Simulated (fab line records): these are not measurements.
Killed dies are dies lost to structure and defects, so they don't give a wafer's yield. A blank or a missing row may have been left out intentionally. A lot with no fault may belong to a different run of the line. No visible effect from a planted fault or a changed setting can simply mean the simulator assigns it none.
fab line records    flow n5_finfet
record lots=6  wafers=18  last_day=19
route steps=1938 shown DUMMY_GATE@235 BEOL_M4@1111 PASSIVATION@1936
lots with no fault: from the same line, run without faults
start_h: hours from the record's first day to the start of the lot's first wafer shown    wait_h: hours from the lot's prior step to this one    " as in the row above    L1.1+2: a row that stands for several wafers    - no value, or no start given    * or withheld: withheld    < > ~ a bound
route shown NAME@n: a module of which the file shows steps, and the number in the route of the first    usual: mean and standard deviation over wafers with no fault    same: alike in all rows    chamber/n: place in a boat    sites: the reading at each site    _std_site: standard deviation across them    _edge_site: the outer-site mean with the inner-site mean subtracted    radius_mm: for every site, how far away it sits from the centre of the wafer    mask NAME#n: copy n    behind: the most recent tool/chamber to have shaped the wafer    hold: why the lot went on hold/how many hours it stayed there/how the hold came to an end    device: names the non-switching transistor (n, p or np)    end of line: the same wafers' tests at the end of the route    step lacking rows: just its recipe    killed: not the wafer's yield, but the dies lost to structure and defects at the first sort    map: a wafer's dies, marking killed ones x, the rest . and places with no die _
set.NAME: setting as actually run; set.NAME@STEP: the setting as run at that earlier step    model.NAME: the simulator's own value behind a step, which no gauge read
a table for each step, a row for each wafer; lots at some steps of the route
services: from which hour (start_h, from the record's first day; less than 0 if before it) a tool's chamber was out of use, for how many hours, and why
## steps
# step N5_DUMMY_GATE_ETCH_29
# recipe chemistry=N2/H2  target=underlayer  target_depth_a=130  ion_energy_ev=200  pressure_mtorr=30  source_w=840  bias_w=150  n2_flow_sccm=200  h2_flow_sccm=200
# step N5_DUMMY_GATE_ETCH_36
# recipe chemistry=CF4  target=SiARC  target_depth_a=130  pressure_mtorr=40  source_w=545  bias_w=36  Ar_flow_sccm=100  cf4_flow_sccm=100  ion_energy_ev=80
# step N5_DUMMY_GATE_ETCH_37
# recipe chemistry=N2/H2  target=SOC  target_depth_a=600  overetch_a=300  temp_c=40  ion_energy_ev=200  pressure_mtorr=30  source_w=840  bias_w=150  n2_flow_sccm=200  h2_flow_sccm=200
# usual drypump_motor_current_A=5.7/0.53  n2_flow_sccm=200.1/0.56  oes_product_au=0.64/0.056  rf_vpp_V=524.0/2.4  showerhead_plenum_p_Torr=2.55/0.081  throttle_valve_pct=17.79/0.26
lot.wafer  tool         chamber  start_h  wait_h  drypump_motor_current_A  n2_flow_sccm  oes_product_au  rf_hours_counter_h  rf_vpp_V  showerhead_plenum_p_Torr  throttle_valve_pct
L213.1     rie_diel-01  0        51.29    0.0     6.1                      200.6         0.59            136                 524.7     2.55                      17.93
L213.3     "            2        "        "       5.9                      199.9         0.67            56                  526.4     2.68                      17.67
L213.4     "            2        "        "       5.9                      199.7         0.67            -                   528.2     2.68                      17.68
L216.1     rie_diel-01  3        66.80    0.0     6.3                      200.3         0.77            4                   522.6     2.48                      17.26
L216.4     "            1        "        "       5.8                      200.3         0.59            159                 520.9     2.45                      17.95
L216.5     "            0        "        "       6.0                      201.2         0.60            -                   524.9     2.55                      17.95
L224.1     rie_diel-03  1        114.98   0.0     5.0                      199.3         0.66            75                  521.9     2.47                      18.00
L224.2     "            3        "        "       4.7                      200.6         0.63            111                 522.1     2.46                      17.94
L224.3     "            2        "        "       5.1                      200.4         0.65            69                  525.4     2.59                      17.81
L233.3     rie_diel-01  3        167.54   0.0     6.3                      199.7         0.70            36                  521.9     2.47                      17.32
L233.4     "            2        "        "       5.9                      200.0         0.63            95                  527.7     2.67                      17.73
L233.6     "            2        "        "       5.8                      200.8         0.63            -                   526.5     2.67                      17.74
L234.2     rie_diel-03  3        174.24   0.0     4.7                      200.6         0.61            131                 521.7     2.45                      17.99
L234.3     "            2        "        "       5.1                      200.4         0.63            88                  523.9     2.58                      17.83
L234.6     "            3        "        "       4.7                      200.1         0.61            -                   522.4     2.45                      17.96
L235.1     rie_diel-03  2        180.08   0.0     5.1                      199.7         0.63            89                  523.7     2.58                      17.84
L235.4     "            1        "        "       5.0                      199.4         0.64            95                  520.1     2.46                      18.04
L235.5     "            2        "        "       5.1                      200.1         0.63            -                   524.8     2.58                      17.83
# step N5_DUMMY_GATE_STRIP_38
# recipe chemistry=N2/H2  temp_c=40  n2_flow_sccm=200  h2_flow_sccm=200  rf_frequency_hz=6e+07
# step N5_DUMMY_GATE_STRIP_39
# recipe chemistry=N2/H2  temp_c=40  n2_flow_sccm=200  h2_flow_sccm=200  rf_frequency_hz=6e+07
# step N5_DUMMY_GATE_TRIM_49
# recipe chemistry=O2  resist=SOC  time_s=29  target_cd_nm=14  source_power_w=300  bias_power_w=0  O2_flow_sccm=100  temp_c=20
# step N5_DUMMY_GATE_STRIP_40
# recipe chemistry=CF4  resist=SiARC  power_w=300  bias_power_w=75  pressure_mtorr=50  cf4_flow_sccm=150  rf_frequency_hz=6e+07
# usual drypump_motor_current_A=5.7/0.52  oes_product_au=0.80/0.083  rf_vpp_V=271.2/1.6  showerhead_plenum_p_Torr=1.80/0.052  throttle_valve_pct=13.56/0.28
lot.wafer  tool         chamber  start_h  wait_h  drypump_motor_current_A  oes_product_au  rf_hours_counter_h  rf_vpp_V  showerhead_plenum_p_Torr  throttle_valve_pct
L213.1     rie_diel-06  2        51.47    0.1     6.0                      0.77            114                 274.4     1.88                      13.51
L213.3     "            3        "        "       6.0                      0.79            106                 272.1     1.82                      13.46
L213.4     "            3        "        "       6.0                      0.79            -                   270.2     1.82                      13.48
L216.1     rie_diel-03  2        66.99    0.1     5.1                      0.83            55                  271.0     1.80                      13.31
L216.4     "            1        "        "       5.0                      0.85            61                  272.1     1.75                      13.66
L216.5     "            2        "        "       5.1                      0.83            -                   274.0     1.80                      13.31
L224.1     rie_diel-03  3        115.16   0.1     4.7                      0.77            111                 268.1     1.72                      13.49
L224.2     "            2        "        "       5.0                      0.81            69                  270.6     1.80                      13.36
L224.3     "            1        "        "       5.0                      0.82            75                  268.6     1.75                      13.69
L233.3     rie_diel-01  3        167.72   0.1     6.3                      0.87            36                  270.0     1.75                      13.19
L233.4     "            2        "        "       5.8                      0.79            96                  273.4     1.88                      13.60
L233.6     "            3        "        "       6.3                      0.88            -                   271.2     1.75                      13.20
L234.2     rie_diel-01  3        174.42   0.1     6.3                      0.87            38                  269.8     1.75                      13.21
L234.3     "            0        "        "       6.0                      0.71            171                 270.3     1.80                      13.84
L234.6     "            3        "        "       6.2                      0.87            -                   272.7     1.75                      13.21
L235.1     rie_diel-01  3        180.28   0.1     6.3                      0.86            40                  269.4     1.75                      13.21
L235.4     "            2        "        "       5.8                      0.78            100                 273.9     1.88                      13.63
L235.5     "            3        "        "       6.2                      0.87            -                   268.6     1.75                      13.22
# step N5_DUMMY_GATE_CD_MEAS_50
# recipe target_cd_nm=14
# usual cd_nm=13.8/0.37
lot.wafer  tool       chamber  start_h  wait_h  cd_nm
L213.1     cd_sem-03  -        51.52    0.0     14.4
L213.3     "          -        "        "       14.4
L213.4     "          -        "        "       14.3
L216.1     cd_sem-03  -        67.04    0.0     14.2
L216.4     "          -        "        "       14.2
L216.5     "          -        "        "       14.2
L224.1     cd_sem-02  -        115.20   0.0     13.8
L224.2     "          -        "        "       13.5
L224.3     "          -        "        "       13.5
L233.3     cd_sem-01  -        167.77   0.0     13.6
L233.4     "          -        "        "       13.9
L233.6     "          -        "        "       13.1
L234.2     cd_sem-03  -        174.47   0.0     13.7
L234.3     "          -        "        "       13.6
L234.6     "          -        "        "       13.4
L235.1     cd_sem-01  -        180.33   0.0     13.7
L235.4     "          -        "        "       14.1
L235.5     "          -        "        "       13.4
# step N5_DUMMY_GATE_ETCH_31
# recipe chemistry=C4F6/O2  target=SiO2  mask_material=SOC  target_depth_a=825  time_s=27.5  ion_energy_ev=250  pressure_mtorr=30  source_w=345  bias_w=185  Ar_flow_sccm=300  C4F6_flow_sccm=10  O2_flow_sccm=10
# usual drypump_motor_current_A=5.5/0.56  oes_product_au=0.81/0.083  rf_vpp_V=669/9.1  showerhead_plenum_p_Torr=2.85/0.087  throttle_valve_pct=21.16/0.28
lot.wafer  tool         chamber  start_h  wait_h  drypump_motor_current_A  oes_product_au  rf_hours_counter_h  rf_vpp_V  showerhead_plenum_p_Torr  throttle_valve_pct
L213.1     rie_diel-06  1        51.57    0.0     5.2                      0.69            226                 654       2.95                      21.71
L213.3     "            2        "        "       6.0                      0.78            114                 677       3.01                      21.21
L213.4     "            1        "        "       5.2                      0.69            -                   653       2.95                      21.71
L216.1     rie_diel-03  2        67.09    0.0     5.1                      0.83            55                  659       2.90                      21.09
L216.4     "            1        "        "       5.0                      0.87            61                  671       2.77                      21.34
L216.5     "            3        "        "       4.7                      0.81            -                   661       2.76                      21.17
L224.1     rie_diel-06  1        115.25   0.0     5.2                      0.69            247                 654       2.94                      21.75
L224.2     "            2        "        "       6.0                      0.76            136                 676       3.00                      21.24
L224.3     "            3        "        "       6.0                      0.77            129                 674       2.85                      20.99
L233.3     rie_diel-03  2        168.05   0.3     5.1                      0.80            86                  658       2.88                      21.11
L233.4     "            1        "        "       5.0                      0.83            93                  672       2.75                      21.37
L233.6     "            2        "        "       5.1                      0.80            -                   659       2.88                      21.11
L234.2     rie_diel-06  2        174.51   0.0     5.9                      0.74            155                 677       2.99                      21.27
L234.3     "            3        "        "       6.0                      0.75            146                 676       2.84                      21.00
L234.6     "            1        "        "       5.2                      0.97            -                   654       2.94                      21.41
L235.1     rie_diel-06  1        180.39   0.1     5.2                      0.95            10                  653       2.94                      21.39
L235.4     "            3        "        "       6.0                      0.74            147                 676       2.84                      21.00
L235.5     "            1        "        "       5.2                      0.95            -                   654       2.94                      21.41
# step N5_DUMMY_GATE_STRIP_41
# recipe chemistry=O2  power_w=400  temp_c=40  pressure_mtorr=30  rf_frequency_hz=6e+07  bias_power_w=0  overash_fraction=0.3  o2_flow_sccm=225
# step N5_DUMMY_GATE_HM_OPEN_21
# recipe chemistry=CH3F/O2  target=SiNx  target_depth_a=1200  Ar_flow_sccm=150  CH3F_flow_sccm=30  O2_flow_sccm=23  time_s=171.4  pressure_mtorr=30  source_w=395  bias_w=73  ion_energy_ev=120.7
# usual drypump_motor_current_A=5.5/0.56  oes_product_au=0.81/0.081  rf_vpp_V=301/3.9  showerhead_plenum_p_Torr=2.03/0.064  throttle_valve_pct=16.45/0.27
lot.wafer  tool         chamber  start_h  wait_h  drypump_motor_current_A  oes_product_au  rf_hours_counter_h  rf_vpp_V  showerhead_plenum_p_Torr  throttle_valve_pct
L213.1     rie_diel-06  1        51.65    0.0     5.2                      0.70            226                 296       2.10                      17.01
L213.3     "            2        "        "       6.0                      0.78            114                 303       2.13                      16.43
L213.4     "            1        "        "       5.1                      0.69            -                   295       2.10                      17.00
L216.1     rie_diel-03  2        67.17    0.0     5.1                      0.83            55                  298       2.06                      16.35
L216.4     "            1        "        "       5.0                      0.86            61                  302       1.96                      16.57
L216.5     "            3        "        "       4.7                      0.79            -                   296       1.96                      16.44
L224.1     rie_diel-06  1        115.34   0.0     5.2                      0.69            247                 296       2.09                      17.04
L224.2     "            2        "        "       5.9                      0.75            136                 304       2.13                      16.46
L224.3     "            3        "        "       6.0                      0.76            129                 304       2.02                      16.33
L233.3     rie_diel-03  2        168.14   0.0     5.1                      0.80            86                  295       2.05                      16.39
L233.4     "            1        "        "       5.0                      0.83            93                  301       1.95                      16.63
L233.6     "            2        "        "       5.1                      0.80            -                   298       2.05                      16.40
L234.2     rie_diel-06  2        174.60   0.0     6.0                      0.74            155                 304       2.12                      16.50
L234.3     "            3        "        "       6.0                      0.75            146                 304       2.02                      16.35
L234.6     "            1        "        "       5.2                      0.95            -                   294       2.09                      16.58
L235.1     rie_diel-06  1        180.47   0.0     5.2                      0.95            10                  296       2.09                      16.57
L235.4     "            3        "        "       6.0                      0.75            148                 304       2.02                      16.34
L235.5     "            1        "        "       5.2                      0.94            -                   293       2.09                      16.58
# step N5_DUMMY_GATE_ETCH_32
# recipe chemistry=CF4  target=SiO2  target_depth_a=35  time_s=3.9  ion_energy_ev=350  pressure_mtorr=10  icp_w=800  bias_w=400  cf4_flow_sccm=80
# usual drypump_motor_current_A=5.9/0.56  oes_product_au=0.998/0.019  throttle_valve_pct=21.82/0.27
lot.wafer  tool       chamber  start_h  wait_h  drypump_motor_current_A  oes_product_au  rf_hours_counter_h  throttle_valve_pct
L213.1     rie_si-04  2        51.81    0.1     6.4                      1.031           0                   21.79
L213.3     "          1        "        "       6.0                      1.025           7                   21.80
L213.4     "          3        "        "       6.0                      1.006           124                 21.82
L216.1     rie_si-03  1        67.33    0.1     6.6                      0.985           70                  22.03
L216.4     "          3        "        "       6.4                      0.988           98                  22.31
L216.5     "          0        "        "       5.1                      0.963           -                   21.80
L224.1     rie_si-01  2        115.50   0.1     6.3                      0.987           46                  22.12
L224.2     "          3        "        "       5.7                      0.995           91                  21.76
L224.3     "          1        "        "       4.9                      0.986           147                 21.39
L233.3     rie_si-03  3        168.30   0.1     6.4                      0.994           100                 22.29
L233.4     "          2        "        "       5.7                      1.017           184                 21.43
L233.6     "          1        "        "       6.5                      0.973           -                   22.04
L234.2     rie_si-04  0        174.76   0.1     6.2                      1.026           41                  22.03
L234.3     "          3        "        "       6.0                      1.019           126                 21.83
L234.6     "          1        "        "       5.9                      1.026           -                   21.81
L235.1     rie_si-03  3        180.63   0.1     6.4                      1.011           100                 22.32
L235.4     "          2        "        "       5.7                      1.015           184                 21.43
L235.5     "          3        "        "       6.4                      0.997           -                   22.32
# step N5_DUMMY_GATE_ETCH_23
# recipe chemistry=HBr/Cl2/O2  HBr_flow_sccm=150  Cl2_flow_sccm=80  O2_flow_sccm=12  bias_w=102  target_depth_a=410  time_s=22.3  target=poly-Si  mask_material=SiO2  pressure_mtorr=10  icp_w=800
# usual drypump_motor_current_A=5.9/0.56  oes_product_au=0.998/0.018  throttle_valve_pct=37.2/0.35
lot.wafer  tool       chamber  start_h  wait_h  drypump_motor_current_A  oes_product_au  rf_hours_counter_h  throttle_valve_pct  model.etch.depth_nm  model.SiO2_of_DUMMY_GATE_PECVD_30.thk_nm
L213.1     rie_si-04  2        51.85    0.0     6.4                      1.028           0                   36.9                41.64                37
L213.3     "          1        "        "       5.9                      1.020           7                   37.6                41.68                38.8
L213.4     "          3        "        "       6.0                      1.014           124                 36.9                42.03                39
L216.1     rie_si-03  1        67.37    0.0     6.6                      0.988           70                  37.3                40.07                38.2
L216.4     "          3        "        "       6.4                      0.993           98                  37.6                40.71                39.4
L216.5     "          0        "        "       5.1                      0.972           -                   37.1                41.35                40.4
L224.1     rie_si-01  2        115.53   0.0     6.3                      0.985           46                  37.3                41.65                38.8
L224.2     "          3        "        "       5.7                      0.978           91                  37.4                40.75                38.4
L224.3     "          1        "        "       4.9                      0.988           147                 36.5                41.17                38
L233.3     rie_si-03  3        168.33   0.0     6.4                      1.435           100                 37.6                66.93                36.4
L233.4     "          2        "        "       5.7                      1.438           184                 36.9                66.48                36.6
L233.6     "          1        "        "       6.5                      1.403           -                   37.3                64.88                37.4
L234.2     rie_si-04  0        174.79   0.0     6.1                      1.029           41                  37.5                40.99                37.2
L234.3     "          3        "        "       6.0                      1.014           126                 36.9                42.1                 36.8
L234.6     "          1        "        "       6.0                      1.021           -                   37.6                41.83                37
L235.1     rie_si-03  3        180.66   0.0     6.4                      1.441           100                 37.6                67.17                35.8
L235.4     "          3        "        "       6.4                      1.441           -                   37.6                66.97                37.4
L235.5     "          1        "        "       6.5                      1.414           -                   37.3                64.9                 37.6
# step N5_DUMMY_GATE_ETCH_44
# recipe chemistry=HBr/O2  over_etch_frac=0.7  target_depth_a=1275  stop_on=SiO2  ion_energy_ev=60  bias_w=20  target=poly-Si  mask_material=SiO2  pressure_mtorr=20  icp_w=400  HBr_flow_sccm=120  O2_flow_sccm=10
# usual drypump_motor_current_A=5.9/0.55  oes_product_au=0.724/0.012  throttle_valve_pct=18.52/0.21
lot.wafer  tool       chamber  start_h  wait_h  drypump_motor_current_A  oes_product_au  rf_hours_counter_h  throttle_valve_pct  model.SiO2_of_DUMMY_GATE_PECVD_30.thk_nm
L213.1     rie_si-04  2        51.90    0.0     6.4                      0.745           0                   18.49               36
L213.3     "          1        "        "       6.0                      0.732           7                   18.60               37.8
L213.4     "          3        "        "       6.0                      0.722           124                 18.48               38
L216.1     rie_si-03  1        67.42    0.0     6.5                      0.723           70                  18.69               37.2
L216.4     "          3        "        "       6.4                      0.731           98                  18.87               38.4
L216.5     "          0        "        "       5.1                      0.717           -                   18.49               39.4
L224.1     rie_si-01  2        115.59   0.0     6.3                      0.717           46                  18.66               37.8
L224.2     "          3        "        "       5.7                      0.718           91                  18.57               37.4
L224.3     "          1        "        "       4.9                      0.723           147                 18.14               37
L233.3     rie_si-03  3        168.39   0.0     6.4                      0.724           100                 18.89               35.4
L233.4     "          2        "        "       5.7                      0.719           184                 18.24               35.6
L233.6     "          1        "        "       6.6                      0.720           -                   18.70               36.4
L234.2     rie_si-04  0        174.85   0.0     6.1                      0.750           41                  18.73               36.2
L234.3     "          3        "        "       6.0                      0.736           126                 18.48               35.8
L234.6     "          1        "        "       5.9                      0.736           -                   18.61               36
L235.1     rie_si-03  3        180.72   0.0     6.5                      0.727           100                 18.87               34.8
L235.4     "          3        "        "       6.5                      0.728           -                   18.89               36.2
L235.5     "          1        "        "       6.5                      0.733           -                   18.69               36.6
# step N5_DUMMY_GATE_CD_MEAS_24
# recipe target_cd_nm=15
# usual cd_nm=14.8/0.41
lot.wafer  tool       chamber  start_h  wait_h  cd_nm
L213.1     cd_sem-03  -        52.01    0.1     15.3
L213.3     "          -        "        "       15.1
L213.4     "          -        "        "       15.1
L216.1     cd_sem-02  -        67.53    0.1     15.0
L216.4     "          -        "        "       15.4
L216.5     "          -        "        "       15.3
L224.1     cd_sem-02  -        115.70   0.1     14.8
L224.2     "          -        "        "       14.6
L224.3     "          -        "        "       14.9
L233.3     cd_sem-03  -        168.50   0.1     14.9
L233.4     "          -        "        "       14.1
L233.6     "          -        "        "       14.5
L234.2     cd_sem-03  -        174.96   0.1     14.6
L234.3     "          -        "        "       14.8
L234.6     "          -        "        "       14.3
L235.1     cd_sem-01  -        180.83   0.1     14.5
L235.4     "          -        "        "       14.7
L235.5     "          -        "        "       14.4
# step N5_BEOL_M4_RC_MEAS_101
# usual DIBL_N=36.6/1.9  DIBL_P=36.7/2.2  IOFF_N=0.16/0.035  IOFF_P=0.22/0.038  ION_N=672/14  ION_P=462/8.3  SS_N=71.6/0.65  SS_P=73.5/0.72  VT_N=250/3.5  VT_P=-250/3.1
lot.wafer  tool       chamber  start_h  wait_h  DIBL_N[mV/V]  DIBL_P[mV/V]  IOFF_N[nA/um]  IOFF_P[nA/um]  ION_N[uA/um]  ION_P[uA/um]  SS_N[mV/dec]  SS_P[mV/dec]  VT_N[mV]  VT_P[mV]
L213.1     prober-01  0        203.02   0.0     35.1          34.5          0.13           0.21           656           468           70.6          73.1          254       -248
L213.3     "          0        "        "       36.3          36.1          0.15           0.23           659           457           70.9          73.7          251       -249
L213.4     "          0        "        "       35.1          35.1          0.13           0.21           661           465           71.3          73.3          254       -249
L216.1     prober-02  0        213.09   0.0     37.2          37.7          0.17           0.23           687           473           71.9          73.8          248       -251
L216.4     "          0        "        "       37.3          38.8          0.18           0.25           663           464           72.0          73.3          249       -246
L216.5     "          0        "        "       34.1          34.8          0.12           0.18           682           464           71.7          73.3          255       -252
L224.1     prober-01  0        254.48   0.0     36.8          38.6          0.19           0.23           663           457           72.4          73.6          249       -250
L224.2     "          0        "        "       35.0          37.0          0.15           0.21           673           464           71.7          73.5          252       -251
L224.3     "          0        "        "       35.1          37.3          0.15           0.22           659           455           71.3          73.4          253       -251
L233.3     prober-01  0        319.41   0.3     37.4          38.5          0.18           0.24           691           473           71.8          74.4          249       -248
L233.4     "          0        "        "       38.9          39.1          0.19           0.24           667           459           72.3          74.5          251       -248
L233.6     "          0        "        "       37.6          37.3          0.15           0.21           661           452           71.1          74.1          253       -250
L235.1     prober-02  0        319.66   0.0     36.9          36.4          0.17           0.24           683           472           71.8          72.5          248       -246
L235.4     "          0        "        "       37.0          36.0          0.18           0.23           689           464           71.4          73.2          246       -248
L235.5     "          0        "        "       38.1          38.5          0.20           0.28           693           478           72.0          73.2          246       -244
L234.2     prober-02  0        326.46   0.2     37.6          36.4          0.17           0.23           691           474           71.6          72.2          250       -249
L234.3     "          0        "        "       36.2          34.1          0.14           0.19           658           453           71.8          72.1          253       -253
L234.6     "          0        "        "       39.4          38.0          0.21           0.27           677           462           72.8          73.4          247       -249
# step N5_PASSIVATION_PROBE_49
# usual defect_limited_yield=91.6/1.4  killed_at_M0_to_M3=35/10  killed_at_M4_up=13/4.8  killed_at_contacts=12/7.2  killed_at_front_end=36/12  killed_at_other=4/3.1  killed_dies=100/17  killed_open=66/13  killed_short=32/7.3  sort_bin_5_function=5.0/0.94  sort_bin_6_memory=3.1/0.67  sort_n_pass=1080/17  sort_yield_pct=91.6/1.4
# same gross_dies=1180  killed_at_back_side=0  sort_bin_4_leakage[%]=0  sort_bin_8_speed[%]=0
lot.wafer  tool       chamber  start_h  wait_h  defect_limited_yield[%]  killed_at_M0_to_M3  killed_at_M4_up  killed_at_contacts  killed_at_front_end  killed_at_other  killed_dies  killed_open  killed_short  sort_bin_5_function[%]  sort_bin_6_memory[%]  sort_n_pass  sort_yield_pct[%]
L213.1     prober-01  -        317.19   0.0     90.3                     35                  12               15                  50                   3                115          76           39            5.3                     4.1                   1065         90.3
L213.3     prober-01  -        317.29   0.1     90.8                     48                  12               23                  25                   0                108          71           37            5.8                     3.1                   1072         90.8
L213.4     prober-01  -        317.34   0.2     92.5                     32                  8                13                  33                   2                88           56           32            4.9                     2.0                   1092         92.5
L233.3     prober-02  -        438.64   0.1     95.1                     22                  8                3                   20                   5                58           35           22            2.4                     2.2                   1122         95.1
L233.4     prober-02  -        438.69   0.2     91.4                     43                  20               12                  25                   2                102          73           29            5.2                     3.4                   1078         91.4
L233.6     prober-02  -        438.79   0.3     94.3                     24                  9                13                  19                   2                67           42           25            2.7                     2.9                   1113         94.3
L234.2     prober-02  -        443.75   0.1     92.0                     33                  7                8                   45                   1                94           57           36            4.4                     3.3                   1086         92.0
L234.3     prober-02  -        443.80   0.1     92.7                     16                  14               14                  42                   0                86           43           41            4.1                     3.0                   1094         92.7
L234.6     prober-02  -        443.95   0.3     89.7                     28                  14               12                  66                   1                121          84           35            6.4                     3.6                   1059         89.7
# killed by level:class
L213.1 MOL_CONTACT_COAG:geometric_particle:open=14 FIN_SAQP:geometric_particle:short=11 FIN_SAQP:geometric_particle:open=9 BEOL_M1:geometric_particle:open=9 GATE_CUT:geometric_particle:short=8 BEOL_M0_SAQP:geometric_particle:open=8 BEOL_M4:geometric_particle:open=8 DUMMY_GATE:geometric_particle:open=5
L213.3 MOL_CONTACT_COAG:geometric_particle:open=20 BEOL_M1:geometric_particle:open=15 BEOL_M2:geometric_particle:open=9 BEOL_M0_SAQP:geometric_particle:open=7 FIN_SAQP:geometric_particle:short=5 BEOL_M0_SAQP:geometric_particle:short=5 DUMMY_GATE:geometric_particle:open=4 BEOL_M5:geometric_particle:short=4
L213.4 MOL_CONTACT_COAG:geometric_particle:open=12 BEOL_M0_SAQP:geometric_particle:open=11 FIN_SAQP:geometric_particle:short=8 FIN_SAQP:geometric_particle:open=8 BEOL_M0_SAQP:geometric_particle:short=6 BEOL_M1:geometric_particle:open=6 STI_FIN_REVEAL:geometric_particle:open=4 BEOL_M2:geometric_particle:open=4
L233.3 BEOL_M2:geometric_particle:open=13 FIN_SAQP:geometric_particle:short=6 STI_FIN_REVEAL:geometric_particle:open=3 GATE_CUT:geometric_particle:short=3 MOL_CONTACT_COAG:geometric_particle:open=3 BEOL_M0_SAQP:geometric_particle:short=3 PASS1_DEP:geometric_particle:short=3 FIN_SAQP:geometric_particle:open=2
L233.4 MOL_CONTACT_COAG:geometric_particle:open=11 BEOL_M1:geometric_particle:open=10 FIN_SAQP:geometric_particle:short=8 FIN_SAQP:geometric_particle:open=7 BEOL_M2:geometric_particle:open=7 BEOL_M0_SAQP:geometric_particle:short=6 BEOL_M0_SAQP:geometric_particle:open=6 BEOL_M4:geometric_particle:open=6
L233.6 BEOL_M0_SAQP:geometric_particle:open=8 MOL_CONTACT_COAG:geometric_particle:open=7 BEOL_M0_SAQP:geometric_particle:short=7 STI_FIN_REVEAL:geometric_particle:open=6 MOL_CONTACT_COAG:geometric_particle:short=6 FIN_SAQP:geometric_particle:short=5 BEOL_M5:geometric_particle:open=5 BEOL_M2:geometric_particle:open=3
L234.2 FIN_SAQP:geometric_particle:short=10 BEOL_M1:geometric_particle:open=10 FIN_SAQP:geometric_particle:open=9 BEOL_M0_SAQP:geometric_particle:short=9 STI_FIN_REVEAL:geometric_particle:open=8 MOL_CONTACT_COAG:geometric_particle:open=8 BEOL_M0_SAQP:geometric_particle:open=5 STI_FIN_REVEAL:geometric_particle:short=4
L234.3 FIN_SAQP:geometric_particle:short=12 MOL_CONTACT_COAG:geometric_particle:open=11 GATE_CUT:geometric_particle:short=7 BEOL_M1:geometric_particle:open=6 BEOL_M4:geometric_particle:open=5 BEOL_M4:geometric_particle:short=4 FIN_SAQP:geometric_particle:open=3 MOL_CONTACT_COAG:geometric_particle:short=3
L234.6 FIN_SAQP:geometric_particle:open=20 FIN_SAQP:geometric_particle:short=16 STI_FIN_REVEAL:geometric_particle:open=12 MOL_CONTACT_COAG:geometric_particle:open=9 BEOL_M4:geometric_particle:open=9 BEOL_M1:geometric_particle:open=8 BEOL_M0_SAQP:geometric_particle:open=7 BEOL_M2:geometric_particle:open=6
## services
tool         chamber  start_h  hours  kind
rie_diel-06  2        27.40    9.0    repair
rie_diel-06  0        47.38    -      clean
rie_diel-06  0        47.38    -      consumable_replace:focus_ring
rie_diel-06  0        47.38    27.5   scheduled_down
rie_diel-06  0        47.38    27.5   vent_cycle
rie_si-01    3        51.18    5.7    repair
rie_si-03    1        55.40    6.2    repair
rie_diel-03  3        59.26    6.7    repair
rie_diel-01  0        99.20    8.2    repair
rie_si-01    0        99.56    38.7   repair
rie_diel-03  0        99.56    -      clean
rie_diel-03  0        99.56    -      consumable_replace:focus_ring
rie_diel-03  0        99.56    32.6   scheduled_down
rie_diel-03  0        99.56    32.6   vent_cycle
rie_diel-01  1        103.86   16.6   repair
rie_si-03    2        120.54   1.2    repair
rie_diel-06  1        125.06   -      clean
rie_diel-06  1        125.06   -      consumable_replace:focus_ring
rie_diel-03  -        143.10   1.2    repair
rie_diel-06  1        151.90   8.1    repair
rie_diel-01  -        164.46   0.3    repair
rie_si-01    -        169.59   2.8    pm
rie_diel-06  3        170.12   4.2    repair
rie_si-03    -        174.22   2.8    pm
## key
first_sign step=N5_DUMMY_GATE_ETCH_23  reading=oes_product_au  direction=up  sigmas=25  usual=0.998  struck=1.429
effect none on later readings
model_effect step=N5_DUMMY_GATE_ETCH_23  value=etch.depth_nm  without=41.03  struck=66.22
model_effect step=N5_DUMMY_GATE_ETCH_44  value=SiO2_of_DUMMY_GATE_PECVD_30.thk_nm  without=37.43  struck=35.83
met_at N5_DUMMY_GATE_ETCH_23
struck_wafers L233.3,L233.4,L233.6,L235.1,L235.4,L235.5
onset_between 67.37 168.33
fault kind=process_parameter_drift  tool=rie_si-03  chamber=-  onset_h=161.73  steps=N5_DUMMY_GATE_ETCH_23  channel=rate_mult  offset=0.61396  shape=step  end_h=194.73
